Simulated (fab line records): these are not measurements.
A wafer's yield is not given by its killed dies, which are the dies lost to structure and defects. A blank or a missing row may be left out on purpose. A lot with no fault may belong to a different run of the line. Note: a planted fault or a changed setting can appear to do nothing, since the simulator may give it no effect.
Chamber matching + flow nand harc + rie diel-08 running NHARC_A_STAIRCASE_DESCUM_291: 4 sister chambers
The step chemistry O2, time 3 s. 4 wafers are shown with their chamber, then 10 later ones without.

WAFERS WITH THEIR CHAMBER
| wafer  | chamber | showerhead plenum p Torr (Torr) |
|--------|---------|---------------------------------|
| L088.3 | 2       | 2.05                            |
| L088.4 | 1       | 1.85                            |
| L092.2 | 3       | 1.77                            |
| L092.3 | 0       | 1.78                            |

WAFERS WITH NO CHAMBER GIVEN
| wafer  | showerhead plenum p Torr (Torr) |
|--------|---------------------------------|
| L092.6 | 1.77                            |
| L093.2 | 2.04                            |
| L093.3 | 1.77                            |
| L093.4 | 1.84                            |
| L095.2 | 1.77                            |
| L095.5 | 1.77                            |
| L095.6 | 1.84                            |
| L096.3 | 2.04                            |
| L096.4 | 1.77                            |
| L096.5 | 1.77                            |

WHICH CHAMBER EACH ONE RAN IN
| wafer  | from the rows above     | in truth |
|--------|-------------------------|----------|
| L092.6 | can't be placed: 3 or 0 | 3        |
| L093.2 | 2                       | 2        |
| L093.3 | can't be placed: 3 or 0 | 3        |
| L093.4 | 1                       | 1        |
| L095.2 | can't be placed: 3 or 0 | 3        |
| L095.5 | can't be placed: 3 or 0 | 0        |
| L095.6 | 1                       | 1        |
| L096.3 | 2                       | 2        |
| L096.4 | can't be placed: 3 or 0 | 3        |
| L096.5 | can't be placed: 3 or 0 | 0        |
4 of 10 placed correctly. Cannot be placed on the basis of these rows: 6; the candidates contain the true chamber in 6. Wrongly placed: 0.
How it was worked out, from the rows above alone: a wafer's distance from a chamber is the root of the sum, over the readings, of the square of ((its reading less the chamber's mean) divided by the reading's scatter). If the next closest chamber is less than 2 further off than the closest, the wafer can't be placed; otherwise it belongs to the closest. The mean given for a chamber averages the wafers shown for that chamber. The scatter: with one shown wafer a chamber, the root of the mean of the squares of how far each hidden wafer lies from its nearest shown one.
